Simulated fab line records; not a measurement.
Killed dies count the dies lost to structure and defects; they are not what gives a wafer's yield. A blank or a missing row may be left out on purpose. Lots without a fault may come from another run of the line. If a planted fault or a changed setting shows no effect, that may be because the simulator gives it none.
Chamber matching + flow n5Finfet + 4 sister chambers for N5_BEOL_M8_ALD_77 on aldMetal-01
The step deposits TaN, target thk 2 nm, pulse time 2 s, purge time 3 s. 4 wafers are shown with their chamber, then 8 later ones without.

EACH WAFER AND ITS CHAMBER
| wafer  | chamber | heaterPowerW (W) |
|--------|---------|------------------|
| L077.6 | 0       | 457              |
| L085.2 | 2       | 407              |
| L085.6 | 3       | 449              |
| L087.1 | 1       | 411              |

WAFERS WITH NO CHAMBER GIVEN
| wafer  | heaterPowerW (W) |
|--------|------------------|
| L087.5 | 396              |
| L087.6 | 450              |
| L088.1 | 399              |
| L088.2 | 433              |
| L088.3 | 457              |
| L090.2 | 447              |
| L090.3 | 415              |
| L090.6 | 442              |

THE CHAMBER EACH PASSED THROUGH
| wafer  | from the rows above               | in truth |
|--------|-----------------------------------|----------|
| L087.5 | can't be placed: 2 or 1           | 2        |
| L087.6 | can't be placed: 3 or 0           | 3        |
| L088.1 | can't be placed: 2 or 1           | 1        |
| L088.2 | can't be placed: 3 or 1 or 0 or 2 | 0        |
| L088.3 | can't be placed: 0 or 3           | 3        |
| L090.2 | can't be placed: 3 or 0           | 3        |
| L090.3 | can't be placed: 1 or 2           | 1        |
| L090.6 | can't be placed: 3 or 0           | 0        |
Placed correctly: 0 of 8. Not placeable from these rows: 8 (in 8, the candidates include the true chamber). Wrongly placed: 0.
How it was worked out, from the rows above alone: a wafer's distance from a chamber is the root of the sum, over the readings, of the square of ((its reading less the chamber's mean) divided by the reading's scatter). If the next closest chamber is less than 2 further off than the closest, the wafer can't be placed; otherwise it belongs to the closest. The mean given for a chamber averages the wafers shown for that chamber. The scatter: with one shown wafer a chamber, the root of the mean of the squares of how far each hidden wafer lies from its nearest shown one.
